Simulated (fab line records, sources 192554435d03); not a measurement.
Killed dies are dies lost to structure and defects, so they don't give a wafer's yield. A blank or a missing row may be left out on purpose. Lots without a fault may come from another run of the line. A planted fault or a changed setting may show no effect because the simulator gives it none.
fab line records | flow n5_finfet
record lots=13 wafers=39 last_day=17
route steps=1938 shown BEOL_M9@1456 BEOL_M10@1472 PASSIVATION@1936
lots that met no fault: from a run of the same line without faults
start_h: hours from the record's first day to the start of the lot's first wafer shown | wait_h: hours since the lot's step before | " the same as in the row above | L1.1+2: a row that stands for several wafers | - no value, or no start given | * or withheld: withheld | < > ~ a bound
route shown NAME@n: a module of which the file shows steps, and the number in the route of the first | usual: mean/standard deviation of fault-free wafers | same: alike in all rows | chamber/n: place in a boat | sites: the reading at each site | _std_site: their standard deviation | _edge_site: outer sites' mean less inner sites' | radius_mm: how far each site lies from the wafer's centre | mask NAME#n: copy n | behind: the tool/chamber that last shaped the wafer | hold: why the lot was held/for how many hours/how that ended | device: the transistor (n, p or np) that didn't switch | end of line: the same wafers' tests at the end of the route | a step without rows: its recipe alone | killed: dies lost to structure and defects at the first sort, not the wafer's yield | map: a wafer's dies, x killed, . not, _ none there
set.NAME: the setting as run; set.NAME@STEP: as run at that earlier step | model.NAME: the simulator's own value behind a step, which no gauge read
steps of the route over a sample of lots; a table a step, a row a wafer
services: from which hour (start_h, from the record's first day; less than 0 if before it) a tool's chamber was out of use, for how many hours, and why
## steps
# step N5_BEOL_M9_DEGAS_44
# recipe ambient=vacuum temp_c=250 time_s=60
# usual heater_power_w=313/31
# columns lot.wafer tool chamber start_h wait_h heater_power_w
L484.1 pvd_sputter-02 - 237.31 0.3 344
L484.3 " - " " 297
L484.4 " - " " 377
L488.3 pvd_sputter-03 - 244.37 0.6 306
L488.5 " - " " 311
L488.6 " - " " 301
L487.2 pvd_sputter-02 - 254.31 0.8 379
L487.3 " - " " 312
L487.6 " - " " 271
L490.3 pvd_sputter-03 - 266.81 0.2 289
L490.4 " - " " 305
L490.5 " - " " 293
L486.2 pvd_sputter-01 - 276.75 0.6 314
L486.5 " - " " 313
L486.6 " - " " 295
L498.1 pvd_sputter-03 - 326.82 1.3 298
L498.3 " - " " 302
L498.6 " - " " 298
L499.2 pvd_sputter-03 - 326.90 1.1 301
L499.4 " - " " 294
L499.5 " - " " 298
L501.1 pvd_sputter-03 - 337.37 0.3 300
L501.4 " - " " 293
L501.5 " - " " 308
L503.1 pvd_sputter-03 - 346.47 0.4 292
L503.2 " - " " 293
L503.5 " - " " 294
L502.3 pvd_sputter-03 - 346.91 0.2 306
L502.4 " - " " 305
L502.5 " - " " 300
L504.2 pvd_sputter-03 - 347.25 0.3 305
L504.3 " - " " 303
L504.4 " - " " 299
L505.1 pvd_sputter-03 - 347.61 0.4 306
L505.4 " - " " 308
L505.5 " - " " 301
L506.2 pvd_sputter-03 - 351.52 0.6 311
L506.3 " - " " 301
L506.4 " - " " 302
# step N5_BEOL_M10_THK_MEAS_01
# recipe reads=SiCOH_lowk_of_BEOL_M10_ILD_DEP_00
# usual M10_ILD_THK=268/3.6
# columns lot.wafer tool chamber start_h wait_h M10_ILD_THK[nm]
L484.1 film_metro-01 - 241.43 0.4 272
L484.3 " - " " 266
L484.4 " - " " 277
L488.3 film_metro-01 - 246.79 0.3 265
L488.5 " - " " 265
L488.6 " - " " 266
L487.2 film_metro-01 - 256.93 0.4 266
L487.3 " - " " 268
L487.6 " - " " 273
L490.3 film_metro-01 - 270.46 0.3 266
L490.4 " - " " 276
L490.5 " - " " 268
L486.2 film_metro-01 - 279.28 0.4 267
L486.5 " - " " 271
L486.6 " - " " 273
L499.2 film_metro-02 - 330.25 0.4 264
L499.4 " - " " 271
L499.5 " - " " 269
L498.1 film_metro-01 - 330.48 0.8 266
L498.3 " - " " 261
L498.6 " - " " 267
L501.1 film_metro-02 - 339.99 0.4 266
L501.4 " - " " 270
L501.5 " - " " 273
L503.1 film_metro-02 - 348.70 0.4 263
L503.2 " - " " 262
L503.5 " - " " 264
L502.3 film_metro-02 - 349.17 0.3 263
L502.4 " - " " 272
L502.5 " - " " 272
L504.2 film_metro-02 - 350.58 0.4 263
L504.3 " - " " 267
L504.4 " - " " 267
L505.1 film_metro-01 - 352.15 0.4 267
L505.4 " - " " 268
L505.5 " - " " 269
L506.2 film_metro-02 - 353.94 0.4 266
L506.3 " - " " 261
L506.4 " - " " 268
# step N5_BEOL_M10_COAT_59
# recipe resist=SOC temp_c=250 time_s=60 spin_rpm=1500 resist_thk_nm=100
# usual spin_speed_rpm=1499.8/1.1
# columns lot.wafer tool chamber start_h wait_h spin_speed_rpm
L484.1 litho_track-05 0 243.99 0.1 1500.9
L484.3 " 0 " " 1500.8
L484.4 " 0 " " 1501.2
L488.3 litho_track-04 0 248.36 0.1 1499.9
L488.5 " 0 " " 1502.9
L488.6 " 0 " " 1501.5
L487.2 litho_track-04 0 258.23 0.1 1309.2
L487.3 " 0 " " 1309.8
L487.6 " 0 " " 1308.5
L490.3 litho_track-04 0 272.47 0.1 1307.8
L490.4 " 0 " " 1309.2
L490.5 " 0 " " 1309.7
L486.2 litho_track-04 0 279.83 0.1 1308.4
L486.5 " 0 " " 1309.8
L486.6 " 0 " " 1308.6
L499.2 litho_track-05 0 331.34 0.1 1501.2
L499.4 " 0 " " 1500.1
L499.5 " 0 " " 1501.1
L498.1 litho_track-04 0 331.44 0.1 1499.8
L498.3 " 0 " " 1498.9
L498.6 " 0 " " 1499.5
L501.1 litho_track-02 0 340.76 0.1 1499.4
L501.4 " 0 " " 1499.4
L501.5 " 0 " " 1501.2
L503.1 litho_track-05 0 348.92 0.1 1499.7
L503.2 " 0 " " 1501.3
L503.5 " 0 " " 1498.6
L502.3 litho_track-04 0 351.10 0.1 1499.5
L502.4 " 0 " " 1500.2
L502.5 " 0 " " 1499.2
L504.2 litho_track-05 0 351.55 0.1 1500.4
L504.3 " 0 " " 1500.3
L504.4 " 0 " " 1502.1
L505.1 litho_track-02 0 354.88 0.1 1499.4
L505.4 " 0 " " 1497.9
L505.5 " 0 " " 1497.4
L506.2 litho_track-04 0 354.97 0.1 1500.2
L506.3 " 0 " " 1499.1
L506.4 " 0 " " 1500.1
# step N5_BEOL_M10_CD_MEAS_11
# recipe target_cd_nm=64.1 landing_energy_ev=500 detector=se_inlens polarity=opening
# usual cd_nm=64.4/0.47
# columns lot.wafer tool chamber start_h wait_h cd_nm
L484.1 cd_sem-02 0 244.36 - 63.8
L484.3 " 0 " " 63.8
L484.4 " 0 " " 64.7
L488.3 cd_sem-02 0 248.73 - 64.6
L488.5 " 0 " " 64.7
L488.6 " 0 " " 64.7
L487.2 cd_sem-01 0 258.48 - 63.7
L487.3 " 0 " " 64.2
L487.6 " 0 " " 64.1
L490.3 cd_sem-02 0 272.84 - 63.8
L490.4 " 0 " " 63.2
L490.5 " 0 " " 63.8
L486.2 cd_sem-01 0 280.20 - 64.4
L486.5 " 0 " " 64.4
L486.6 " 0 " " 64.1
L499.2 cd_sem-02 0 331.59 - 64.9
L499.4 " 0 " " 64.9
L499.5 " 0 " " 65.0
L498.1 cd_sem-03 0 331.81 - 64.3
L498.3 " 0 " " 64.4
L498.6 " 0 " " 64.9
L501.1 cd_sem-03 0 341.00 - 64.7
L501.4 " 0 " " 64.5
L501.5 " 0 " " 64.2
L503.1 cd_sem-01 0 349.29 - 64.6
L503.2 " 0 " " 64.3
L503.5 " 0 " " 63.4
L502.3 cd_sem-02 0 351.35 - 64.3
L502.4 " 0 " " 64.2
L502.5 " 0 " " 64.8
L504.2 cd_sem-02 0 351.79 - 64.3
L504.3 " 0 " " 64.9
L504.4 " 0 " " 64.3
L505.1 cd_sem-01 0 355.26 - 64.0
L505.4 " 0 " " 63.8
L505.5 " 0 " " 64.1
L506.2 cd_sem-03 0 355.30 - 64.7
L506.3 " 0 " " 64.7
L506.4 " 0 " " 64.3
# step N5_PASSIVATION_PROBE_49
# usual defect_limited_yield=91.2/1.5 killed_at_M0_to_M3=34/11 killed_at_M4_up=14/5.4 killed_at_contacts=12/5.9 killed_at_front_end=40/12 killed_at_other=4/3.3 killed_dies=103/18 killed_open=68/13 killed_short=34/7.5 sort_bin_5_function=5.1/1 sort_bin_6_memory=3.3/0.7 sort_n_pass=1076/18 sort_yield_pct=91.2/1.5
# same gross_dies=1180 killed_at_back_side=0 sort_bin_4_leakage[%]=0 sort_bin_8_speed[%]=0
# columns lot.wafer tool chamber start_h wait_h defect_limited_yield[%] killed_at_M0_to_M3 killed_at_M4_up killed_at_contacts killed_at_front_end killed_at_other killed_dies killed_open killed_short sort_bin_5_function[%] sort_bin_6_memory[%] sort_n_pass sort_yield_pct[%]
L490.3 prober-02 - 328.37 0.1 93.4 20 13 11 30 4 78 49 29 3.2 3.1 1102 93.4
L490.4 prober-02 - 328.42 0.2 91.7 31 10 21 32 4 98 67 30 5.8 2.4 1082 91.7
L490.5 prober-02 - 328.47 0.2 93.0 25 8 18 30 2 83 53 30 4.2 2.6 1097 93.0
L499.2 prober-01 - 378.26 0.1 93.0 36 9 5 30 3 83 59 24 4.1 2.7 1097 93.0
L499.4 prober-01 - 378.36 0.2 91.1 46 8 7 40 4 105 75 30 5.2 3.3 1075 91.1
L499.5 prober-01 - 378.41 0.2 91.3 22 23 11 44 3 103 66 37 4.2 4.6 1077 91.3
# killed by level:class
L490.3 DUMMY_GATE:geometric_particle:open=11 BEOL_M0_SAQP:geometric_particle:short=8 MOL_CONTACT_COAG:geometric_particle:open=7 FIN_SAQP:geometric_particle:open=6 BEOL_M4:geometric_particle:open=5 STARTING-WAFER:geometric_particle:short=5 MOL_CONTACT_COAG:geometric_particle:short=4 BEOL_M8:geometric_particle:open=4
L490.4 MOL_CONTACT_COAG:geometric_particle:open=21 BEOL_M0_SAQP:geometric_particle:open=11 BEOL_M0_SAQP:geometric_particle:short=10 FIN_SAQP:geometric_particle:open=6 DUMMY_GATE:geometric_particle:open=5 FIN_SAQP:geometric_particle:short=4 BEOL_M4:geometric_particle:open=4 STARTING-WAFER:geometric_particle:open=4
L490.5 MOL_CONTACT_COAG:geometric_particle:open=12 DUMMY_GATE:geometric_particle:open=7 BEOL_M2:geometric_particle:open=7 GATE_CUT:geometric_particle:short=6 MOL_CONTACT_COAG:geometric_particle:short=6 BEOL_M0_SAQP:geometric_particle:open=5 STARTING-WAFER:geometric_particle:open=4 BEOL_M0_SAQP:geometric_particle:short=4
L499.2 STI_FIN_REVEAL:geometric_particle:open=12 BEOL_M0_SAQP:geometric_particle:open=9 BEOL_M1:geometric_particle:open=7 BEOL_M3:geometric_particle:open=6 MOL_CONTACT_COAG:geometric_particle:open=5 BEOL_M0_SAQP:geometric_particle:short=5 FIN_SAQP:geometric_particle:short=3 STI_FIN_REVEAL:geometric_particle:short=3
L499.4 BEOL_M1:geometric_particle:open=10 BEOL_M0_SAQP:geometric_particle:open=9 BEOL_M3:geometric_particle:open=9 STI_FIN_REVEAL:geometric_particle:open=8 BEOL_M0_SAQP:geometric_particle:short=8 MOL_CONTACT_COAG:geometric_particle:open=6 FIN_SAQP:geometric_particle:open=5 BEOL_M2:geometric_particle:open=5
L499.5 STI_FIN_REVEAL:geometric_particle:open=14 MOL_CONTACT_COAG:geometric_particle:short=6 BEOL_M4:geometric_particle:open=6 FIN_SAQP:geometric_particle:open=5 BEOL_M1:geometric_particle:open=5 MOL_CONTACT_COAG:geometric_particle:open=5 BEOL_M2:geometric_particle:open=5 ILD0:geometric_particle:open=4
## services
# columns tool chamber start_h hours kind
pvd_sputter-02 - 281.96 0.5 repair
## key
first_sign step=N5_BEOL_M10_COAT_59 reading=spin_speed_rpm direction=down sigmas=99+ usual=* struck=*
effect none on later readings
met_at N5_BEOL_M10_COAT_59
struck_lots L486,L487,L490
not_acting_at N5_BEOL_M9_DEGAS_44,N5_BEOL_M10_THK_MEAS_01,N5_BEOL_M10_CD_MEAS_11
onset_between 248.36 258.23
fault kind=process_parameter_drift tool=litho_track-04 chamber=- onset_h=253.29 steps=N5_BEOL_M10_COAT_59 channel=spin_rpm offset=* shape=step end_h=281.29 acts_in=* stated=*
